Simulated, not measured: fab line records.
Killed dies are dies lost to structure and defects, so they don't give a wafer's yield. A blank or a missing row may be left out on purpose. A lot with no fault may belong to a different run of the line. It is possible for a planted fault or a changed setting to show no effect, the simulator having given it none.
What tool caused it?	flow n5 finfet	Sampling: 22 lots, 66 wafers, 6 of 1938 route steps

## WHAT THE GAUGES READ, wafer by wafer
Not one reading of a measure or inspect step in the record can be checked against a usual standard deviation.

## WHICH TOOL RAN EACH LOT (tool, then ch and the chambers of the sampled wafers, then the start)
lot	N5_GATE_CUT_CMP_02	N5_GATE_CUT_ETCH_28	N5_GATE_CUT_HM_OPEN_40	N5_GATE_CUT_VAPOR_ETCH_49	N5_GATE_CUT_CMP_23	N5_MOL_CONTACT_COAG_ETCH_59
L074	cmp-02 ch 0,2,3, day 4 11:34	rie diel-01 ch 2,3, day 4 12:53	rie diel-01 ch 2,3, day 4 13:00	rie metal-01 ch 0,1, day 4 13:26	cmp-01 ch 1,2,3, day 4 15:13	rie diel-06 ch 1,3, day 4 17:01
L075	cmp-01 ch 0,1,2, day 4 19:06	rie diel-01 ch 0,2,3, day 4 19:53	rie diel-01 ch 0,2,3, day 4 20:01	rie metal-02 ch 0,1, day 4 20:28	cmp-04 ch 0,1,2, day 4 23:20	rie diel-02 ch 0,3, day 5 00:47
L076	cmp-01 ch 0,2,3, day 4 22:59	rie diel-04 ch 0,2,3, day 4 23:49	rie diel-04 ch 0,2,3, day 4 23:57	rie metal-02 ch 0,1, day 5 00:23	cmp-01 ch 1,2,3, day 5 02:07	rie diel-02 ch 1,2,3, day 5 03:46
L077	cmp-04 ch 0,1,3, day 5 05:43	rie diel-03 ch 0,2,3, day 5 06:35	rie diel-03 ch 0,2,3, day 5 06:43	rie metal-03 ch 0,1, day 5 07:09	cmp-04 ch 0,2,3, day 5 09:05	rie diel-05 ch 0,1,2, day 5 10:33
L078	cmp-02 ch 0,2,3, day 5 09:43	rie diel-01 ch 1,3, day 5 10:32	rie diel-01 ch 1,3, day 5 10:40	rie metal-01 ch 0,1, day 5 11:07	cmp-02 ch 0,2,3, day 5 13:14	rie diel-02 ch 0,1, day 5 14:52
L079	cmp-04 ch 0,2,3, day 5 15:04	rie diel-03 ch 0,2,3, day 5 15:57	rie diel-03 ch 0,2,3, day 5 16:05	rie metal-01 ch 0,1, day 5 16:31	cmp-02 ch 1,2, day 5 18:14	rie diel-06 ch 1,3, day 5 19:51
L080	cmp-01 ch 1,2, day 6 02:40	rie diel-03 ch 0,3, day 6 03:29	rie diel-03 ch 0,3, day 6 03:37	rie metal-03 ch 0,1, day 6 04:04	cmp-01 ch 1,2, day 6 05:53	rie diel-02 ch 0,3, day 6 07:28
L081	cmp-01 ch 0,3, day 6 05:25	rie diel-01 ch 0,1, day 6 06:13	rie diel-01 ch 0,1, day 6 06:20	rie metal-01 ch 0,1, day 6 06:47	cmp-04 ch 0,1,2, day 6 08:52	rie diel-06 ch 0,1,3, day 6 10:25
L082	cmp-04 ch 0,1, day 6 12:33	rie diel-03 ch 0,2,3, day 6 13:52	rie diel-03 ch 0,2,3, day 6 14:00	rie metal-02 ch 0,1, day 6 14:26	cmp-04 ch 0,1,3, day 6 16:14	rie diel-02 ch 1,2, day 6 17:44
L083	cmp-01 ch 0,1, day 6 21:43	rie diel-04 ch 0,1,2, day 6 22:33	rie diel-04 ch 0,1,2, day 6 22:41	rie metal-03 ch 0,1, day 6 23:07	cmp-01 ch 0,1,2, day 7 00:58	rie diel-06 ch 1,3, day 7 02:21
L085	cmp-01 ch 0,3, day 7 06:55	rie diel-04 ch 0,2,3, day 7 07:44	rie diel-04 ch 0,2,3, day 7 07:52	rie metal-02 ch 0,1, day 7 08:18	cmp-04 ch 0,1, day 7 10:04	rie diel-05 ch 0,1,3, day 7 11:33
L087	cmp-04 ch 0,1,2, day 7 16:32	rie diel-01 ch 0,3, day 7 17:27	rie diel-01 ch 0,3, day 7 17:35	rie metal-02 ch 1, day 7 18:01	cmp-04 ch 1,2,3, day 7 20:07	rie diel-02 ch 2,3, day 7 21:47
L088	cmp-02 ch 0,1,2, day 8 02:28	rie diel-03 ch 0,1,2, day 8 03:28	rie diel-03 ch 0,1,2, day 8 03:35	rie metal-02 ch 0,1, day 8 04:02	cmp-04 ch 0,1,3, day 8 05:48	rie diel-05 ch 0,1, day 8 07:29
L089	cmp-01 ch 0,1,3, day 8 04:36	rie diel-03 ch 0,1,3, day 8 05:28	rie diel-03 ch 0,1,3, day 8 05:36	rie metal-03 ch 0,1, day 8 06:02	cmp-02 ch 2,3, day 8 07:52	rie diel-05 ch 1,2, day 8 09:21
L090	cmp-02 ch 1,2,3, day 8 10:02	rie diel-01 ch 0,2,3, day 8 10:47	rie diel-01 ch 0,2,3, day 8 10:55	rie metal-03 ch 0,1, day 8 11:22	cmp-01 ch 2,3, day 8 13:13	rie diel-06 ch 2,3, day 8 14:50
L091	cmp-01 ch 2,3, day 8 15:34	rie diel-01 ch 1,3, day 8 16:24	rie diel-01 ch 1,3, day 8 16:32	rie metal-01 ch 0,1, day 8 16:58	cmp-01 ch 2,3, day 8 18:42	rie diel-05 ch 0,1,2, day 8 20:57
L092	cmp-04 ch 0,1,2, day 8 22:07	rie diel-03 ch 0,1,3, day 8 22:54	rie diel-03 ch 0,1,3, day 8 23:02	rie metal-03 ch 0, day 8 23:28	cmp-01 ch 0,1, day 9 01:17	rie diel-06 ch 0,1,3, day 9 03:10
L093	cmp-01 ch 0,2, day 9 08:31	rie diel-04 ch 0,1,2, day 9 09:31	rie diel-04 ch 0,1,2, day 9 09:38	rie metal-03 ch 0,1, day 9 10:04	cmp-01 ch 2,3, day 9 11:48	rie diel-02 ch 0,2, day 9 13:22
L094	cmp-01 ch 2,3, day 9 16:20	rie diel-04 ch 0,1, day 9 17:22	rie diel-04 ch 0,1, day 9 17:29	rie metal-01 ch 0, day 9 17:56	cmp-04 ch 0,2,3, day 9 19:41	rie diel-02 ch 0,1,3, day 9 21:09
L095	cmp-04 ch 2,3, day 9 17:47	rie diel-01 ch 1,3, day 9 19:31	rie diel-01 ch 1,3, day 9 19:39	rie metal-03 ch 0,1, day 9 20:06	cmp-04 ch 0,3, day 9 22:05	rie diel-02 ch 0,1, day 9 23:56
L096	cmp-02 ch 2,3, day 10 09:49	rie diel-01 ch 0,2,3, day 10 11:53	rie diel-01 ch 0,2,3, day 10 12:01	rie metal-02 ch 0,1, day 10 12:28	cmp-02 ch 0,2, day 10 14:13	rie diel-05 ch 0,2,3, day 10 15:40
L097	cmp-01 ch 0,1,2, day 10 12:08	rie diel-03 ch 1,2,3, day 10 13:32	rie diel-03 ch 1,2,3, day 10 13:40	rie metal-01 ch 0,1, day 10 14:06	cmp-01 ch 0,2,3, day 10 15:49	rie diel-05 ch 0,1,2, day 10 17:19
- N5_GATE_CUT_CMP_02: polishes, stops on SiO2, t overpolish 12.7 s, target thk 0 nm.
- N5_GATE_CUT_ETCH_28: etches underlayer in N2/H2, target depth 13 nm, time 10.4 s.
- N5_GATE_CUT_HM_OPEN_40: chemistry C4F6/O2, target SiO2, target depth 139 nm, time 85.1 s.
- N5_GATE_CUT_VAPOR_ETCH_49: etches TiAlC in BCl3/Cl2.
- N5_GATE_CUT_CMP_23: polishes, stops on SiO2, t overpolish 23.4 s, target thk 16 nm.
- N5_MOL_CONTACT_COAG_ETCH_59: etches underlayer in N2/H2, target depth 13 nm, time 10.4 s.

## AS READ BY THE TOOLS THEMSELVES (means over the sampled wafers that have a number; for cases with no such wafer, the mark the record gives instead)
N5_GATE_CUT_CMP_02.
lot	tool	motor current A (A)	overpolish run s (s)	time to endpoint s (s)
L074	cmp-02	8.3	12.699	26.3
L075	cmp-01	9.9	12.699	26.3
L076	cmp-01	9.6	12.694	26.1
L077	cmp-04	9.3	12.701	23.2
L078	cmp-02	8.4	12.704	26.0
L079	cmp-04	9.2	12.699	23.4
L080	cmp-01	10.2	12.700	23.6
L081	cmp-01	9.1	12.699	23.9
L082	cmp-04	9.5	12.698	24.0
L083	cmp-01	9.5	12.699	25.9
L085	cmp-01	9.4	12.704	25.9
L087	cmp-04	9.0	12.702	24.3
L088	cmp-02	9.1	12.703	24.7
L089	cmp-01	9.6	12.688	26.5
L090	cmp-02	9.2	12.696	27.7
L091	cmp-01	10.0	12.698	27.4
L092	cmp-04	9.0	12.702	23.2
L093	cmp-01	9.4	12.695	28.5
L094	cmp-01	10.2	12.691	25.6
L095	cmp-04	8.5	12.700	25.6
L096	cmp-02	8.0	12.705	26.0
L097	cmp-01	10.1	12.701	24.0

N5_GATE_CUT_ETCH_28.
lot	tool	drypump motor current A (A)	etch rf on time s (s)	oes product au (a.u.)	rf vpp V (V)	showerhead plenum p Torr (Torr)	throttle valve pct (%)
L074	rie diel-01	5.5	10.03	0.67	524.1	2.55	17.93
L075	rie diel-01	5.4	10.15	0.72	526.1	2.61	17.87
L076	rie diel-04	6.0	10.49	0.61	524.7	2.55	17.95
L077	rie diel-03	5.1	10.22	0.71	523.3	2.53	18.03
L078	rie diel-01	5.6	10.07	0.79	526.3	2.64	17.57
L079	rie diel-03	5.1	10.33	0.71	522.8	2.53	18.02
L080	rie diel-03	5.1	10.27	0.66	520.9	2.44	18.02
L081	rie diel-01	5.7	10.28	0.77	528.2	2.71	17.50
L082	rie diel-03	5.2	10.37	0.69	524.0	2.53	18.03
L083	rie diel-04	5.8	10.40	0.64	524.2	2.57	17.86
L085	rie diel-04	6.0	10.42	0.60	523.8	2.54	17.98
L087	rie diel-01	5.2	10.22	0.76	526.8	2.66	17.84
L088	rie diel-03	5.5	10.15	0.69	524.1	2.56	17.96
L089	rie diel-03	5.3	10.31	0.70	522.7	2.49	17.93
L090	rie diel-01	5.3	10.18	0.70	524.0	2.60	17.91
L091	rie diel-01	5.6	10.05	0.75	526.0	2.63	17.61
L092	rie diel-03	5.3	10.32	0.69	522.2	2.49	17.93
L093	rie diel-04	5.8	10.47	0.62	523.9	2.56	17.90
L094	rie diel-04	5.7	10.48	0.65	523.2	2.51	17.74
L095	rie diel-01	5.6	10.09	0.74	525.1	2.62	17.64
L096	rie diel-01	5.3	10.16	0.77	526.0	2.59	17.79
L097	rie diel-03	5.3	10.25	0.71	524.1	2.57	17.95

N5_GATE_CUT_HM_OPEN_40.
lot	tool	drypump motor current A (A)	etch rf on time s (s)	oes product au (a.u.)	rf vpp V (V)	showerhead plenum p Torr (Torr)	throttle valve pct (%)
L074	rie diel-01	5.5	92.0	0.71	668	2.86	21.02
L075	rie diel-01	5.4	92.7	0.77	670	2.92	20.95
L076	rie diel-04	6.0	95.9	0.64	669	2.87	21.10
L077	rie diel-03	5.1	93.1	0.75	660	2.83	21.14
L078	rie diel-01	5.6	93.0	0.83	675	2.94	20.69
L079	rie diel-03	5.1	93.2	0.74	661	2.83	21.14
L080	rie diel-03	5.1	92.0	0.70	658	2.73	21.15
L081	rie diel-01	5.6	93.3	0.82	672	3.02	20.57
L082	rie diel-03	5.1	92.8	0.74	660	2.83	21.16
L083	rie diel-04	5.8	94.6	0.67	671	2.88	20.96
L085	rie diel-04	6.0	93.4	0.63	667	2.86	21.12
L087	rie diel-01	5.2	92.9	0.80	670	2.97	20.91
L088	rie diel-03	5.5	91.8	0.73	659	2.87	21.08
L089	rie diel-03	5.3	92.6	0.73	660	2.79	21.05
L090	rie diel-01	5.4	93.2	0.74	670	2.91	20.98
L091	rie diel-01	5.6	91.9	0.79	675	2.93	20.72
L092	rie diel-03	5.3	93.3	0.73	661	2.79	21.07
L093	rie diel-04	5.8	93.0	0.66	672	2.87	20.98
L094	rie diel-04	5.7	95.2	0.69	675	2.81	20.79
L095	rie diel-01	5.6	92.6	0.78	674	2.93	20.75
L096	rie diel-01	5.3	92.3	0.80	669	2.90	20.88
L097	rie diel-03	5.4	93.5	0.75	662	2.88	21.08

N5_GATE_CUT_VAPOR_ETCH_49.
lot	tool	drypump motor current A (A)	oes product au (a.u.)
L074	rie metal-01	5.8	0.86
L075	rie metal-02	5.6	0.82
L076	rie metal-02	5.6	0.83
L077	rie metal-03	5.7	0.83
L078	rie metal-01	5.8	0.84
L079	rie metal-01	5.6	0.89
L080	rie metal-03	5.7	0.83
L081	rie metal-01	5.6	0.88
L082	rie metal-02	5.7	0.82
L083	rie metal-03	5.5	0.85
L085	rie metal-02	5.3	0.74
L087	rie metal-02	6.0	0.89
L088	rie metal-02	5.3	0.73
L089	rie metal-03	5.5	0.85
L090	rie metal-03	5.7	0.81
L091	rie metal-01	5.8	0.81
L092	rie metal-03	5.3	0.87
L093	rie metal-03	5.5	0.84
L094	rie metal-01	5.3	0.88
L095	rie metal-03	5.5	0.84
L096	rie metal-02	5.7	0.79
L097	rie metal-01	5.6	0.84

N5_GATE_CUT_CMP_23.
lot	tool	motor current A (A)	overpolish run s (s)	time to endpoint s (s)
L074	cmp-01	10.1	23.402	18.8
L075	cmp-04	9.2	23.399	20.0
L076	cmp-01	10.0	23.393	19.8
L077	cmp-04	9.0	23.403	18.7
L078	cmp-02	8.5	23.393	19.9
L079	cmp-02	9.0	23.395	21.1
L080	cmp-01	9.9	23.399	19.6
L081	cmp-04	9.1	23.401	17.7
L082	cmp-04	9.1	23.399	18.6
L083	cmp-01	10.0	23.408	17.7
L085	cmp-04	9.1	23.390	18.1
L087	cmp-04	9.1	23.403	16.9
L088	cmp-04	9.4	23.404	17.4
L089	cmp-02	8.3	23.399	20.4
L090	cmp-01	10.0	23.403	18.7
L091	cmp-01	9.9	23.398	21.0
L092	cmp-01	10.0	23.404	19.7
L093	cmp-01	9.9	23.400	19.8
L094	cmp-04	9.0	23.410	21.5
L095	cmp-04	9.1	23.399	19.6
L096	cmp-02	8.8	23.403	20.2
L097	cmp-01	9.9	23.404	18.5

N5_MOL_CONTACT_COAG_ETCH_59.
lot	tool	drypump motor current A (A)	etch rf on time s (s)	oes product au (a.u.)	rf vpp V (V)	showerhead plenum p Torr (Torr)	throttle valve pct (%)
L074	rie diel-06	6.1	10.37	0.66	523.8	2.52	18.07
L075	rie diel-02	6.0	10.65	0.62	520.6	2.43	18.12
L076	rie diel-02	5.8	10.39	0.64	522.7	2.51	18.12
L077	rie diel-05	5.7	10.39	0.64	523.4	2.54	17.98
L078	rie diel-02	5.6	10.70	0.62	519.5	2.43	17.97
L079	rie diel-06	6.1	10.54	0.65	521.9	2.49	17.99
L080	rie diel-02	6.0	10.61	0.62	520.0	2.42	18.14
L081	rie diel-06	6.0	10.30	0.73	522.7	2.50	17.93
L082	rie diel-02	5.4	10.44	0.64	522.6	2.50	17.98
L083	rie diel-06	6.1	10.40	0.64	523.4	2.51	18.10
L085	rie diel-05	5.5	10.32	0.72	522.7	2.50	17.76
L087	rie diel-02	6.1	10.45	0.62	522.9	2.50	18.32
L088	rie diel-05	5.3	10.46	0.77	522.5	2.49	17.71
L089	rie diel-05	5.9	10.45	0.81	524.5	2.57	17.75
L090	rie diel-06	6.0	10.18	0.76	522.0	2.47	17.52
L091	rie diel-05	5.7	10.30	0.78	523.9	2.53	17.72
L092	rie diel-06	6.0	10.26	0.69	522.5	2.49	17.97
L093	rie diel-02	6.0	10.73	0.60	522.3	2.48	18.15
L094	rie diel-02	5.7	10.43	0.61	520.2	2.41	18.13
L095	rie diel-02	5.6	10.75	0.60	519.9	2.41	18.03
L096	rie diel-05	5.9	10.29	0.69	524.5	2.52	17.84
L097	rie diel-05	5.6	10.34	0.75	522.8	2.52	17.76

## THE ANSWER, worked out from the rows above alone
Rule: what is usual is taken from the lots themselves. Put in order of their means at a reading, lots are off if they are a third of the lots or fewer, leave a main group of 4 or more, and stand apart from it by a gap of 3 or more times the standard deviation of the main group's means; of several such gaps the widest counts. The tables above print the reading to a certain number of digits; a main group whose means all agree to those digits is not used. Also off: a lot with no number at a reading for which 4 or more lots have one. Where the step has rows for the other lots, those lots are counted as sound. First the gauges in route order, then the tools' own readings, where a lot's mean is used as printed above. The first step at which some lot is off is used, and at that step the reading that is off furthest; a lot without a number counts as furthest.
Nothing can be told from this: no lot is off at any reading shown.

## WHAT THE SIMULATOR PUT IN
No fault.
